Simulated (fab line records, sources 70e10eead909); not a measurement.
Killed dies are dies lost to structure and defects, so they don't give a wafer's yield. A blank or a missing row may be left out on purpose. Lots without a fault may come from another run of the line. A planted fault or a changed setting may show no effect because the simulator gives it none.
Problem report in the 8D (eight disciplines) form, filled by code | flow nand_harc | the parts of the form that need people (team, actions taken, sign-off) are left out

1. THE PROBLEM
cd_nm at NHARC_P_GATE_CD_MEAS_26 reads a mean of 127.7 nm on 4 wafers of 3 lots; wafers without a fault read 120.2 nm with a standard deviation of 0.45. That is +17 standard deviations from the usual mean.
The step: target cd 120 nm.
First seen on wafer L464.4, day 7 23:06, on cd_sem-03. The record holds 39 wafers of 14 lots with a number at this step. Rule for "out", or "out of limits": more than 4 standard deviations from the usual mean. The other wafers with a number count as sound.

2. WHAT IT IS AND WHAT IT IS NOT
question                    | is                             | is not
which readings at this step | cd_nm                          | -
which lots                  | L464, L465, L468               | L453, L454, L455, L457, L458, L460, L461, L469, L471, L472, L475
which wafers of those lots  | L464.4, L464.5, L465.4, L468.5 | L465.1, L468.1
read on which gauges        | cd_sem-02, cd_sem-03           | cd_sem-01
when                        | from day 7 23:06               | up to then (21 sound wafers); but 14 sound wafers of L465, L468, L469, L471, L472, L475 came after

3. SUSPECTS, AND WHAT RULES EACH OUT
Counting: a tool at a process step up to the reading stays a suspect if it ran every lot that is out. Sound lots after the first of them don't rule it out here, since some wafers of a struck lot are sound.
- the gauge at NHARC_P_GATE_CD_MEAS_26: ruled out. The wafers that are out were read on 2 gauges (cd_sem-02, cd_sem-03).
- litho_track-06 at NHARC_P_GATE_PEB_24 (peb time 65 s): kept. It ran every lot that is out, first L464 (day 7 23:01); its last sound lot up to then is L461 (day 7 04:11). Its own readings are out on those wafers: heater_power_total_W.
Left after counting: litho_track-06 at NHARC_P_GATE_PEB_24.

4. THE CAUSE (what the simulator had put in)
Process parameter drift: litho_track-06, from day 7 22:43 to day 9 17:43, at NHARC_P_GATE_PEB_24. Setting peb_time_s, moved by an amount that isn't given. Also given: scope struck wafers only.
Counting left only this tool.

5. THE CHAIN OF EFFECTS, in route order
Each row: a reading whose mean over the struck wafers that have a number lies more than 3 standard deviations from the usual. Only readings for which the record gives a usual standard deviation are gone through. hours: the time from each lot's start at the first step in this table that gives one to its start at this step, as a median over the lots. sigmas: the change in usual standard deviations.
hours | step                    | reading              | usual    | on struck wafers | change | sigmas
0     | NHARC_P_GATE_PEB_24     | heater_power_total_W | 156.6 W  | 174.6            | +18.0  | +42
0     | NHARC_P_GATE_CD_MEAS_26 | cd_nm                | 120.2 nm | 127.7            | +7.5   | +17
The process steps in it:
- NHARC_P_GATE_PEB_24: peb time 65 s.
Later measuring or inspecting steps at which every struck wafer that the step has a row for has a number for every such reading, and none has moved that far: NHARC_END_SORT_01.

6. WHAT WOULD HAVE CAUGHT IT SOONER
In this record the first reading out of limits at a measuring or inspecting step was taken at day 7 23:06, 0 hours after the fault began at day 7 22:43.
The tool's own readings at NHARC_P_GATE_PEB_24 were out on every struck wafer that the step has a row for (heater_power_total_W): an alarm limit on them would have fired on the first of those.
Of the lots that are out (3), L465, L468 began NHARC_P_GATE_PEB_24 on litho_track-06 after day 7 23:06. A hold on the tool at that time would have spared those 2.
